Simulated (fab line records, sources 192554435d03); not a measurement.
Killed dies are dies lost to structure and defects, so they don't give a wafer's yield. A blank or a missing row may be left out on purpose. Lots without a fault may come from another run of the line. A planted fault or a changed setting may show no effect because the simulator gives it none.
fab line records | flow n5_finfet
record lots=7 wafers=19 last_day=18
route steps=1938 shown BEOL_M0_SAQP@636 BEOL_M4@1111 PASSIVATION@1936
lots that met no fault: from a run of the same line without faults
start_h: hours from the record's first day to the start of the lot's first wafer shown | wait_h: hours since the lot's step before | " the same as in the row above | L1.1+2: a row that stands for several wafers | - no value, or no start given | * or withheld: withheld | < > ~ a bound
route shown NAME@n: a module of which the file shows steps, and the number in the route of the first | usual: mean/standard deviation of fault-free wafers | same: alike in all rows | chamber/n: place in a boat | sites: the reading at each site | _std_site: their standard deviation | _edge_site: outer sites' mean less inner sites' | radius_mm: how far each site lies from the wafer's centre | mask NAME#n: copy n | behind: the tool/chamber that last shaped the wafer | hold: why the lot was held/for how many hours/how that ended | device: the transistor (n, p or np) that didn't switch | end of line: the same wafers' tests at the end of the route | a step without rows: its recipe alone | killed: dies lost to structure and defects at the first sort, not the wafer's yield | map: a wafer's dies, x killed, . not, _ none there
set.NAME: the setting as run; set.NAME@STEP: as run at that earlier step | model.NAME: the simulator's own value behind a step, which no gauge read
steps of the route over a sample of lots; a table a step, a row a wafer
services: from which hour (start_h, from the record's first day; less than 0 if before it) a tool's chamber was out of use, for how many hours, and why
## steps
# step N5_BEOL_M0_SAQP_PECVD_96
# recipe material=a-Si target_thk_a=450 temp_c=350 precursor=SiH4/He pressure_torr=3 rf_w=100 time_s=45.2
# usual heater_power_w=638/58 showerhead_plenum_p_Torr=5.68/0.035 throttle_valve_pct=18.5/1.2
# columns lot.wafer tool chamber start_h wait_h heater_power_w showerhead_plenum_p_Torr throttle_valve_pct
L501.1 pecvd-03 1 112.34 0.0 660 5.72 19.6
L501.5 " 0 " " 679 5.69 17.6
L501.6 " 2 " " 606 5.69 18.8
L502.1 pecvd-04 1 117.42 0.0 723 5.69 17.4
L502.3 " 0 " " 575 5.67 20.5
L502.4 " 1 " " 697 5.68 17.3
L504.3 pecvd-03 1 129.16 0.0 693 5.70 19.5
L504.4 " 2 " " 615 5.69 18.9
L504.6 " 1 " " 695 5.72 19.4
L512.1 pecvd-04 1 177.77 0.0 691 5.70 17.5
L512.4 " 2 " " 592 5.62 17.5
L512.5 " 1 " " 654 5.69 17.4
L519.3 pecvd-04 1 223.81 0.0 704 5.68 17.2
L519.4 " 1 " " 678 5.70 17.1
L520.4 pecvd-03 1 225.93 0.0 717 5.72 19.7
L520.5 " 1 " " 699 5.72 19.4
L523.1 pecvd-03 2 250.06 0.0 569 5.68 16.9
L523.4 " 1 " " 699 5.72 19.8
L523.6 " 0 " " 639 5.69 17.7
# step N5_BEOL_M0_SAQP_THK_MEAS_05
# usual thk_nm=60.0/0.78
# columns lot.wafer tool chamber start_h wait_h thk_nm
L501.1 film_metro-02 - 112.52 0.1 59.7
L501.5 " - " " 61.8
L501.6 " - " " 60.6
L502.1 film_metro-02 - 117.60 0.1 59.5
L502.3 " - " " 60.5
L502.4 " - " " 61.1
L504.3 film_metro-01 - 129.34 0.1 59.4
L504.4 " - " " 60.9
L504.6 " - " " 61.2
L512.1 film_metro-01 - 177.96 0.1 59.7
L512.4 " - " " 60.5
L512.5 " - " " 60.0
L519.3 film_metro-02 - 223.99 0.1 59.2
L519.4 " - " " 60.4
L520.4 film_metro-02 - 226.17 0.1 59.7
L520.5 " - " " 60.4
L523.1 film_metro-01 - 250.24 0.1 60.1
L523.4 " - " " 60.4
L523.6 " - " " 60.5
# step N5_BEOL_M0_SAQP_OVL_MEAS_15
# recipe points_per_wafer=44
# usual M0_CORE_OVL=-0.1/0.98
# columns lot.wafer tool chamber start_h wait_h M0_CORE_OVL[nm]
L501.1 overlay-02 0 113.04 0.0 -0.7
L501.5 " 0 " " -1.5
L501.6 " 0 " " -0.3
L502.1 overlay-02 0 118.11 0.0 -0.2
L502.3 " 0 " " -0.1
L502.4 " 0 " " 0.6
L504.3 overlay-01 0 129.85 0.0 0.6
L504.4 " 0 " " -0.2
L504.6 " 0 " " 0.3
L512.1 overlay-01 0 178.47 0.0 -0.1
L512.4 " 0 " " 0.0
L512.5 " 0 " " -0.2
L519.3 overlay-02 0 224.42 0.0 0.2
L519.4 " 0 " " -0.2
L520.4 overlay-02 0 226.68 0.0 -2.0
L520.5 " 0 " " -0.7
L523.1 overlay-01 0 250.63 0.0 0.9
L523.4 " 0 " " 0.3
L523.6 " 0 " " 0.6
# step N5_BEOL_M0_SAQP_ETCH_84
# recipe chemistry=N2/H2 target=SOC target_depth_a=1000 overetch_a=200 mask_material=SiARC temp_c=40 time_s=150 ion_energy_ev=200 pressure_mtorr=30 source_w=840 bias_w=150 n2_flow_sccm=200 h2_flow_sccm=200
# usual chamber_pressure_mTorr=30.00/0.035 drypump_motor_current_A=5.7/0.33 n2_flow_sccm=200.1/0.51 oes_product_au=0.70/0.069 rf_vpp_V=522.9/3 showerhead_plenum_p_Torr=2.51/0.1 throttle_valve_pct=17.87/0.23
# columns lot.wafer tool chamber start_h wait_h chamber_pressure_mTorr drypump_motor_current_A n2_flow_sccm oes_product_au rf_hours_counter_h rf_vpp_V showerhead_plenum_p_Torr throttle_valve_pct
L501.1 rie_diel-06 3 113.19 0.0 30.00 5.3 199.5 0.62 244 520.1 2.39 17.71
L501.5 " 1 " " 30.02 5.9 199.8 0.70 - 519.0 2.36 18.15
L501.6 " 2 " " 30.00 5.9 200.4 0.67 - 519.8 2.44 18.18
L502.1 rie_diel-05 1 118.30 0.0 29.96 5.2 200.5 0.82 8 524.4 2.49 17.71
L502.3 " 2 " " 30.01 6.0 199.8 0.65 188 527.0 2.63 17.52
L502.4 " 2 " " 29.96 6.0 200.5 0.64 - 526.0 2.63 17.52
L504.3 rie_diel-05 1 129.99 0.0 29.99 5.2 200.4 0.81 12 522.9 2.49 17.68
L504.4 " 3 " " 29.97 5.6 200.6 0.90 0 524.2 2.50 17.73
L504.6 " 1 " " 30.05 5.2 199.6 0.81 - 523.5 2.49 17.70
L512.1 rie_diel-05 3 178.73 0.0 29.98 5.6 200.4 0.84 13 522.9 2.50 17.73
L512.4 " 0 " " 29.99 6.2 200.8 0.65 162 522.4 2.53 17.85
L512.5 " 2 " " 30.03 6.1 200.0 0.65 - 526.3 2.63 17.53
L519.3 rie_diel-05 0 224.56 0.0 30.00 6.2 200.5 0.59 175 524.1 2.53 17.86
L519.4 " 2 " " 30.00 6.0 200.7 0.63 217 524.6 2.62 17.57
L520.4 rie_diel-05 2 226.82 0.0 30.01 6.1 199.5 0.63 217 526.0 2.62 17.58
L520.5 " 0 " " 29.97 6.1 199.4 0.59 - 523.5 2.53 17.86
L523.1 rie_diel-06 3 250.78 0.0 29.99 5.3 199.5 0.83 21 528.2 2.70 17.37
L523.4 " 2 " " 30.00 5.9 199.9 0.64 185 521.2 2.43 18.24
L523.6 " 0 " " 29.97 5.7 200.2 0.71 - 526.6 2.67 17.98
# step N5_BEOL_M0_SAQP_MANDREL_ETCH_20
# recipe target_depth_a=600 chemistry=HBr/Cl2 target=a-Si stop_on=SiNx bt_time_s=10 mask_material=SOC over_etch_frac=0.5 time_s=30 pressure_mtorr=10 icp_w=800 bias_w=75 HBr_flow_sccm=150 Cl2_flow_sccm=80 ends=end_point
# usual HBr_flow_sccm=150.0/0.47 chamber_pressure_mTorr=9.999/0.01 drypump_motor_current_A=5.8/0.42 oes_product_au=0.771/0.011 throttle_valve_pct=35.29/0.3
# same bt_time_s=10 over_etch_frac=0.5
# columns lot.wafer tool chamber start_h wait_h HBr_flow_sccm chamber_pressure_mTorr drypump_motor_current_A oes_product_au rf_hours_counter_h throttle_valve_pct
L501.1 rie_si-04 2 113.38 0.0 150.5 9.997 6.0 0.786 78 35.20
L501.5 " 0 " " 149.5 10.001 5.8 0.767 - 35.88
L501.6 " 1 " " 150.0 9.992 6.1 0.779 - 35.13
L502.1 rie_si-05 1 118.49 0.0 150.4 9.990 5.8 0.773 87 34.98
L502.3 " 2 " " 150.2 9.992 4.8 0.771 153 34.99
L502.4 " 3 " " 150.5 9.988 6.1 0.769 108 35.01
L504.3 rie_si-02 0 130.18 0.0 149.7 9.978 4.9 0.750 163 35.34
L504.4 " 3 " " 150.2 9.997 6.3 0.778 120 35.11
L504.6 " 3 " " 149.9 10.007 6.3 0.778 - 35.12
L512.1 rie_si-04 2 178.92 0.0 150.4 10.007 6.1 0.785 79 35.22
L512.4 " 1 " " 150.3 10.006 6.1 0.766 6 35.14
L512.5 " 3 " " 149.8 10.007 5.5 0.780 - 35.42
L519.3 rie_si-02 3 224.75 0.0 149.8 9.991 6.3 0.482 121 35.71
L519.4 " 2 " " 149.5 10.006 6.0 0.764 6 35.67
L520.4 rie_si-02 2 227.02 0.0 150.1 10.003 6.0 0.760 6 35.70
L520.5 " 0 " " 149.6 10.002 4.9 0.394 - 36.05
L523.1 rie_si-05 3 250.97 0.0 149.9 10.007 6.1 0.764 111 35.03
L523.4 " 0 " " 149.5 10.002 6.0 0.784 1 35.33
L523.6 " 1 " " 150.1 9.980 5.7 0.776 - 34.95
# step N5_BEOL_M0_SAQP_SPACER1_ETCHBACK_99
# recipe chemistry=CHF3/O2 mode=anisotropic_etchback target=SiO2 target_depth_a=154 time_s=7.7 pressure_mtorr=30 source_w=650 bias_w=170 Ar_flow_sccm=200 CHF3_flow_sccm=50 O2_flow_sccm=5 ion_energy_ev=200
# usual chamber_pressure_mTorr=30.005/0.027 drypump_motor_current_A=5.7/0.33 oes_product_au=0.79/0.083 rf_vpp_V=522/4.8 showerhead_plenum_p_Torr=2.40/0.11 throttle_valve_pct=18.96/0.24
# columns lot.wafer tool chamber start_h wait_h chamber_pressure_mTorr drypump_motor_current_A oes_product_au rf_hours_counter_h rf_vpp_V showerhead_plenum_p_Torr throttle_valve_pct
L501.1 rie_diel-05 0 114.71 0.3 30.027 6.1 0.74 145 524 2.42 18.90
L501.5 " 0 " " 30.034 6.1 0.74 - 525 2.42 18.90
L501.6 " 1 " " 30.004 5.2 0.94 - 515 2.37 18.79
L502.1 rie_diel-05 0 119.75 0.3 30.036 6.2 0.74 146 524 2.42 18.90
L502.3 " 2 " " 30.011 6.0 0.73 188 523 2.49 18.69
L502.4 " 2 " " 30.026 6.0 0.72 - 522 2.49 18.68
L504.3 rie_diel-05 1 131.49 0.3 29.982 5.2 0.91 12 515 2.37 18.80
L504.4 " 0 " " 29.969 6.2 0.74 150 522 2.42 18.92
L504.6 " 1 " " 29.995 5.2 0.91 - 514 2.37 18.82
L512.1 rie_diel-05 3 180.73 0.3 30.018 5.6 0.95 13 524 2.38 18.74
L512.4 " 1 " " 30.002 5.2 0.89 24 514 2.36 18.83
L512.5 " 2 " " 29.994 6.0 0.72 - 523 2.48 18.69
L519.3 rie_diel-02 1 225.89 0.3 29.978 6.4 0.34 114 525 2.52 19.12
L519.4 " 3 " " 30.005 5.5 0.73 - 530 2.39 18.98
L520.4 rie_diel-06 3 230.07 0.4 30.001 5.3 0.94 14 531 2.56 18.50
L520.5 " 2 " " 30.034 5.9 0.28 - 515 2.30 19.16
L523.1 rie_diel-06 3 252.06 0.3 29.984 5.3 0.92 21 529 2.56 18.51
L523.4 " 0 " " 30.044 5.7 0.79 125 520 2.52 18.97
L523.6 " 2 " " 30.001 5.9 0.70 - 515 2.30 19.27
# step N5_BEOL_M0_SAQP_CD_MEAS_25
# recipe target_cd_nm=13.1 landing_energy_ev=1000 detector=se_inlens
# usual cd_nm=12.79/0.2
# columns lot.wafer tool chamber start_h wait_h cd_nm
L501.1 cd_sem-03 0 114.91 0.1 13.11
L501.5 " 0 " " 12.87
L501.6 " 0 " " 12.71
L502.1 cd_sem-03 0 119.95 0.1 12.80
L502.3 " 0 " " 12.81
L502.4 " 0 " " 12.57
L504.3 cd_sem-02 0 131.69 0.1 12.91
L504.4 " 0 " " 12.70
L504.6 " 0 " " 13.00
L512.1 cd_sem-02 0 180.92 0.1 12.78
L512.4 " 0 " " 12.50
L512.5 " 0 " " 12.28
L519.3 cd_sem-02 0 226.09 0.1 -
L519.4 " 0 " " 12.95
L520.4 cd_sem-02 0 230.27 0.1 12.61
L520.5 " 0 " " -
L523.1 cd_sem-02 0 252.25 0.1 12.95
L523.4 " 0 " " 12.64
L523.6 " 0 " " 12.80
# step N5_BEOL_M0_SAQP_CD_MEAS_29
# recipe target_cd_nm=14.4 landing_energy_ev=1000 detector=se_inlens
# usual cd_nm=15.00/0.22
# columns lot.wafer tool chamber start_h wait_h cd_nm
L501.1 cd_sem-03 0 116.67 0.1 14.86
L501.5 " 0 " " 14.77
L501.6 " 0 " " 14.71
L502.1 cd_sem-03 0 121.82 0.1 15.09
L502.3 " 0 " " 15.02
L502.4 " 0 " " 14.83
L504.3 cd_sem-02 0 133.69 0.1 15.03
L504.4 " 0 " " 14.95
L504.6 " 0 " " 14.90
L512.1 cd_sem-02 0 182.71 0.1 15.06
L512.4 " 0 " " 15.12
L512.5 " 0 " " 14.98
L519.3 cd_sem-02 0 228.85 0.1 -
L519.4 " 0 " " 14.57
L520.4 cd_sem-02 0 232.60 0.1 14.91
L520.5 " 0 " " -
L523.1 cd_sem-03 0 254.04 0.1 15.01
L523.4 " 0 " " 15.02
L523.6 " 0 " " 14.96
# step N5_BEOL_M4_RC_MEAS_101
# usual DIBL_N=36.3/1.6 DIBL_P=36.5/1.6 IOFF_N=0.163/0.026 IOFF_P=0.22/0.033 ION_N=676/9.9 ION_P=464/6.5 SS_N=71.5/0.5 SS_P=73.3/0.64 VT_N=249.3/2.9 VT_P=-250/3.2
# columns lot.wafer tool chamber start_h wait_h DIBL_N[mV/V] DIBL_P[mV/V] IOFF_N[nA/um] IOFF_P[nA/um] ION_N[uA/um] ION_P[uA/um] SS_N[mV/dec] SS_P[mV/dec] VT_N[mV] VT_P[mV]
L501.1 prober-01 0 193.13 0.0 37.5 36.8 0.167 0.23 666 457 71.6 74.2 248.8 -249
L501.5 " 0 " " 38.1 38.0 0.175 0.25 671 462 71.3 73.7 248.0 -244
L501.6 " 0 " " 38.2 38.0 0.187 0.26 680 468 72.5 74.3 248.9 -246
L502.1 prober-02 0 200.28 0.1 36.5 35.4 0.157 0.23 674 461 72.0 72.8 251.4 -249
L502.3 " 0 " " 38.0 37.1 0.188 0.26 685 476 72.2 73.8 244.5 -245
L502.4 " 0 " " 35.6 34.9 0.149 0.22 695 479 71.3 73.0 246.2 -246
L504.3 prober-01 0 206.53 0.3 36.8 37.1 0.165 0.22 687 468 71.1 72.8 247.6 -248
L504.4 " 0 " " 37.4 37.5 0.176 0.24 699 479 71.5 73.6 247.3 -248
L504.6 " 0 " " 37.0 37.0 0.153 0.22 674 462 71.9 73.2 249.2 -251
L512.1 prober-01 0 260.83 0.0 37.5 35.6 0.161 0.20 663 456 71.9 73.3 252.3 -250
L512.4 " 0 " " 34.1 32.7 0.115 0.16 668 463 70.8 72.8 254.0 -252
L512.5 " 0 " " 36.3 35.0 0.142 0.19 655 449 71.8 72.9 250.3 -253
L520.4 prober-01 0 304.65 0.5 35.0 37.9 0.145 0.21 680 470 70.8 72.1 248.1 -250
L519.4 prober-01 0 307.64 0.5 34.3 34.0 0.123 0.20 665 459 71.0 73.1 254.4 -248
L523.1 prober-01 0 320.48 0.0 36.3 35.8 0.173 0.24 681 463 71.5 73.2 246.1 -246
L523.4 " 0 " " 36.5 35.5 0.165 0.23 671 462 72.0 74.0 247.7 -246
L523.6 " 0 " " 38.5 39.0 0.217 0.30 696 473 72.0 74.1 243.8 -245
# step N5_PASSIVATION_PROBE_49
# usual defect_limited_yield=91.2/1.5 killed_at_M0_to_M3=32/9.6 killed_at_M4_up=13/5.3 killed_at_contacts=13/6.7 killed_at_front_end=42/11 killed_at_other=3.8/2.9 killed_dies=103/17 killed_on_rim=14/4.4 killed_open=67/13 killed_short=35/7.9 sort_bin_5_function=5.2/0.94 sort_bin_6_memory=3.3/0.64 sort_n_pass=1077/17 sort_yield_pct=91.2/1.5
# same gross_dies=1180 killed_at_back_side=0 sort_bin_4_leakage[%]=0 sort_bin_8_speed[%]=0
# columns lot.wafer tool chamber start_h wait_h defect_limited_yield[%] killed_at_M0_to_M3 killed_at_M4_up killed_at_contacts killed_at_front_end killed_at_other killed_dies killed_on_rim killed_open killed_short sort_bin_5_function[%] sort_bin_6_memory[%] sort_n_pass sort_yield_pct[%]
L520.4 prober-01 - 415.09 0.2 91.1 31 22 15 37 0 105 12 70 29 5.3 3.2 1075 91.1
L520.5 prober-01 - 415.14 0.2 0 1120 14 13 30 3 1180 152 65 37 96.4 3.2 0 0
L519.3 prober-02 - 424.62 0.1 0 1114 19 10 35 2 1180 152 47 38 96.9 2.5 0 0
L519.4 prober-02 - 424.67 0.2 92.0 21 16 7 43 7 94 8 61 33 4.6 3.0 1086 92.0
# killed by level:class
L520.4 BEOL_M0_SAQP:geometric_particle:open=13 MOL_CONTACT_COAG:geometric_particle:open=12 STI_FIN_REVEAL:geometric_particle:open=9 BEOL_M1:geometric_particle:open=6 FIN_SAQP:geometric_particle:open=5 BEOL_M0_SAQP:geometric_particle:short=5 BEOL_M4:geometric_particle:open=5 FIN_SAQP:geometric_particle:short=4
L520.5 BEOL_M0_SAQP:area_etch=1020 BEOL_M0_SAQP:area_remove=56 MOL_CONTACT_COAG:geometric_particle:open=11 BEOL_M0_SAQP:geometric_particle:open=10 BEOL_M1:geometric_particle:open=9 BEOL_M3:geometric_particle:open=7 BEOL_M0:geometric_particle:short=6 BEOL_M0_SAQP:geometric_particle:short=5
L519.3 BEOL_M0_SAQP:area_etch=949 BEOL_M0_SAQP:area_remove=146 FIN_SAQP:geometric_particle:short=19 MOL_CONTACT_COAG:geometric_particle:open=9 FIN_SAQP:geometric_particle:open=7 BEOL_M4:geometric_particle:open=6 BEOL_M0_SAQP:geometric_particle:open=5 BEOL_M1:geometric_particle:open=5
L519.4 FIN_SAQP:geometric_particle:open=15 BEOL_M5:geometric_particle:open=7 FIN_SAQP:geometric_particle:short=6 BEOL_M3:geometric_particle:open=6 STI_FIN_REVEAL:geometric_particle:open=5 GATE_CUT:geometric_particle:short=5 MOL_CONTACT_COAG:geometric_particle:open=5 BEOL_M0_SAQP:geometric_particle:short=4
## services
# columns tool chamber start_h hours kind
rie_si-05 0 93.95 2.6 repair
rie_si-02 3 99.00 7.2 repair
rie_diel-05 3 106.00 - clean
rie_diel-05 3 106.00 - consumable_replace:focus_ring
rie_diel-05 3 106.00 22.3 scheduled_down
rie_diel-05 3 106.00 22.3 vent_cycle
rie_diel-06 3 106.80 1.2 repair
rie_diel-06 - 110.12 0.7 repair
pecvd-04 - 130.61 2.8 pm
rie_diel-06 0 151.75 8.8 repair
rie_diel-06 3 160.69 - clean
rie_diel-06 3 160.69 - consumable_replace:focus_ring
rie_diel-06 3 160.69 - consumable_replace:showerhead
rie_diel-06 3 160.69 18.1 scheduled_down
rie_diel-06 3 160.69 18.1 vent_cycle
rie_si-05 0 179.77 2.8 repair
rie_diel-06 1 185.66 1.9 repair
rie_diel-02 2 186.31 1.2 repair
pecvd-03 2 202.38 - clean
pecvd-03 2 202.38 - consumable_replace:showerhead
pecvd-03 2 202.38 29.0 scheduled_down
pecvd-03 2 202.38 29.0 vent_cycle
rie_diel-02 - 211.42 0.1 repair
rie_diel-02 1 234.79 10.1 repair
## key
first_sign step=N5_BEOL_M0_SAQP_MANDREL_ETCH_20 reading=oes_product_au direction=down sigmas=29 usual=0.771 struck=0.438
effect step=N5_BEOL_M0_SAQP_SPACER1_ETCHBACK_99 reading=oes_product_au direction=down sigmas=5.7 usual=0.79 struck=0.31
effect step=N5_BEOL_M0_SAQP_CD_MEAS_25 reading=cd_nm direction=missing
effect step=N5_BEOL_M0_SAQP_CD_MEAS_29 reading=cd_nm direction=missing
effect step=N5_PASSIVATION_PROBE_49 reading=killed_at_M0_to_M3 direction=up sigmas=99+ usual=32 struck=1117
more_kills_born_at N5_BEOL_M0_SAQP_ETCH_84@rie_diel-05=1969
met_at N5_BEOL_M0_SAQP_ETCH_84
struck_lots L519,L520
struck_wafers L519.3,L520.5
later_rows_left_out L519.3,L520.5
not_acting_at N5_BEOL_M0_SAQP_PECVD_96,N5_BEOL_M0_SAQP_THK_MEAS_05,N5_BEOL_M0_SAQP_OVL_MEAS_15
onset_between 178.73 224.56
fault kind=process_parameter_drift tool=rie_diel-05 chamber=- onset_h=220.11 steps=N5_BEOL_M0_SAQP_ETCH_84 channel=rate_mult offset=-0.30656 shape=step end_h=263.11 scope=struck_wafers_only
# later_rows_left_out: the simulator's readings of these wafers behind a module that went badly wrong aren't trusted and aren't shown, but for the sort
